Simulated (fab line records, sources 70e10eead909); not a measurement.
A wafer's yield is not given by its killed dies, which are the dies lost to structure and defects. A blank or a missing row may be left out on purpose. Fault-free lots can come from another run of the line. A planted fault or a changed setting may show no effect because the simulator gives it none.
Comparing a struck lot with a sound one :: flow nand_harc :: 26 out of 1302 route steps
Sound: these wafers, L327.1, L327.4, L327.6. Struck: wafers L337.1, L337.2, L337.3. The cause comes at the end.
Per side, at each step with rows, come the tool, then ch with its chambers, and then its first start. Under that, the readings that differ: sound wafers :: struck wafers :: difference of the means :: sigmas: that difference in standard deviations of wafers without a fault.
alike: readings whose means differ by less than 2 such deviations, and words and numbers that are the same on both sides. not compared: withheld readings, readings that some wafer has no value for, bounds like >300 that may hide the same value, and numbers for which the record gives no deviation and whose values overlap.
Wherever a step has rows on one side only, a row that says differs or no value, or a row with sigmas, the two part there. Non-overlapping numbers with no deviation appear without sigmas and do not part them. A reading missing from all wafers of one side parts the sides only when that side holds two or more wafers.

first, 5 steps without rows for these wafers: NHARC_P_GATE_STRIP_15 (strips in SPM, time 780 s); NHARC_P_GATE_PRECLEAN_71 (cleans in SC1); NHARC_P_GATE_SRD_72; NHARC_P_GATE_OXIDE_16 (material SiO2, target thk 3 nm, ox time 392 s); NHARC_P_GATE_CVD_17 (deposits poly-Si, target thk 150 nm, time 900 s).
NHARC_P_GATE_HM_DEP_102: deposits aC, target thk 120 nm.
  sound on acl_dep-02 ch 0, day 5 15:55; struck on acl_dep-03 ch 0, day 9 22:35
  alike: throttle_valve_pct
NHARC_P_GATE_DEP_103: deposits SiON, target thk 30 nm.
  sound on pecvd-04 ch 0,2, day 5 16:38; struck on pecvd-03 ch 0,1,2, day 9 23:14
  alike: heater_power_w
then, 5 steps without rows for these wafers: NHARC_P_GATE_DEHYDRATE_18 (time 120 s); NHARC_P_GATE_HMDS_19 (time 30 s); NHARC_P_GATE_COAT_20 (resist thk 90 nm); NHARC_P_GATE_SOFTBAKE_21 (time 55 s); NHARC_P_GATE_EBR_22.
NHARC_P_GATE_EXPOSE_23: exposes mask P GATE, target cd 120 nm.
  sound on arfi_scanner-03 ch 0, day 5 17:07; struck on arfi_scanner-03 ch 0, day 9 23:47
reading: mask
sound: P_GATE#0 P_GATE#0 P_GATE#0
struck: P_GATE_R1#0 P_GATE_R1#0 P_GATE_R1#0
difference: differs
sigmas: 
then, 2 steps without rows for these wafers: NHARC_P_GATE_PEB_24 (peb time 65 s); NHARC_P_GATE_DEVELOP_25 (develop time 35 s).
NHARC_P_GATE_CD_MEAS_26: target cd 120 nm.
  sound on cd_sem-02 ch 0, day 5 17:16; struck on cd_sem-02 ch 0, day 9 23:56
reading: cd_nm (nm)
sound: 119.8 119.5 119.8
struck: 107.2 106.9 106.2
difference: -12.9
sigmas: -23
NHARC_P_GATE_OVL_MEAS_27:
  struck on overlay-01, day 10 00:01; sound on overlay-02, day 5 17:21
reading: overlay_x_nm (nm)
sound: -1.4 -1.4 -0.8
struck: 0.6 0.5 -0.1
difference: +1.5
sigmas: +3
  alike: overlay_y_nm
NHARC_P_GATE_INSPECT_28:
  struck on defect_inspect-02, day 10 00:03; sound on defect_inspect-01, day 5 17:23
  alike: raw_defect_count
NHARC_P_GATE_DESCUM_31: chemistry O2, time 3 s.
  sound on rie_diel-09 ch 0,1,2, day 5 17:28; struck on rie_diel-09 ch 0,1,2, day 10 00:07
reading: model.P_GATE.cd_nm (nm)
sound: 119 120.6 120.5
struck: 107.4 107.5 106.4
difference: -12.9
sigmas: 
  alike: drypump_motor_current_A, oes_product_au, rf_vpp_V, showerhead_plenum_p_Torr, throttle_valve_pct
  not compared: rf_hours_counter_h
NHARC_P_GATE_ETCH_104: etches the open film in CF4/CHF3, target depth 60 nm.
  sound on rie_diel-09 ch 0,1,3, day 5 17:32; struck on rie_diel-09 ch 0,1,2, day 10 00:12
  alike: drypump_motor_current_A, oes_product_au, rf_vpp_V, showerhead_plenum_p_Torr, throttle_valve_pct
NHARC_P_GATE_HM_OPEN_105: chemistry O2/COS, target depth 360 nm.
  sound on rie_diel-09 ch 0,1,2; struck on rie_diel-09 ch 0,2,3
  alike: drypump_motor_current_A, oes_product_au, rf_vpp_V, showerhead_plenum_p_Torr, throttle_valve_pct
  not compared: rf_hours_counter_h
then, 2 steps without rows for these wafers: NHARC_P_GATE_STRIP_106 (strips in O2/COS); NHARC_P_GATE_ETCH_114 (etches the open film in CF4/O2, target depth 30 nm, overetch 3 nm, time 16.5 s).
NHARC_P_GATE_ETCH_32: etches the open film in HBr/Cl2, target depth 150 nm, time 100.1 s.
  sound on rie_si-01 ch 0,3, day 5 17:56; struck on rie_si-04 ch 0,1,2, day 10 00:35
reading: model.P_GATE.cd_nm (nm)
sound: 118.3 119.7 120.4
struck: 101.9 110.1 106.7
difference: -13.2
sigmas: 
  alike: drypump_motor_current_A, hbr_flow_sccm, oes_product_au, throttle_valve_pct
  not compared: rf_hours_counter_h
NHARC_P_GATE_STRIP_108: strips in O2.
  sound on rie_diel-12 ch 0,1, day 5 18:07; struck on rie_diel-09 ch 0,1,3, day 10 00:44
  alike: drypump_motor_current_A, oes_product_au, rf_vpp_V, showerhead_plenum_p_Torr, throttle_valve_pct
  not compared: rf_hours_counter_h
-- the record jumps here: 19 days lie between the struck wafers' starts before and after (it left off in module P_GATE and takes up again in module END, whose first step shown is number 1302 of the route) --
NHARC_END_SORT_01:
  only the struck wafers appear in the record here, on prober-01 ch 0 at day 28 23:58; the sound ones have no rows

== WHERE THEY PART ==
Earliest at NHARC_P_GATE_EXPOSE_23; latest, in this record, at NHARC_END_SORT_01.

WHY: what had been put in by the simulator
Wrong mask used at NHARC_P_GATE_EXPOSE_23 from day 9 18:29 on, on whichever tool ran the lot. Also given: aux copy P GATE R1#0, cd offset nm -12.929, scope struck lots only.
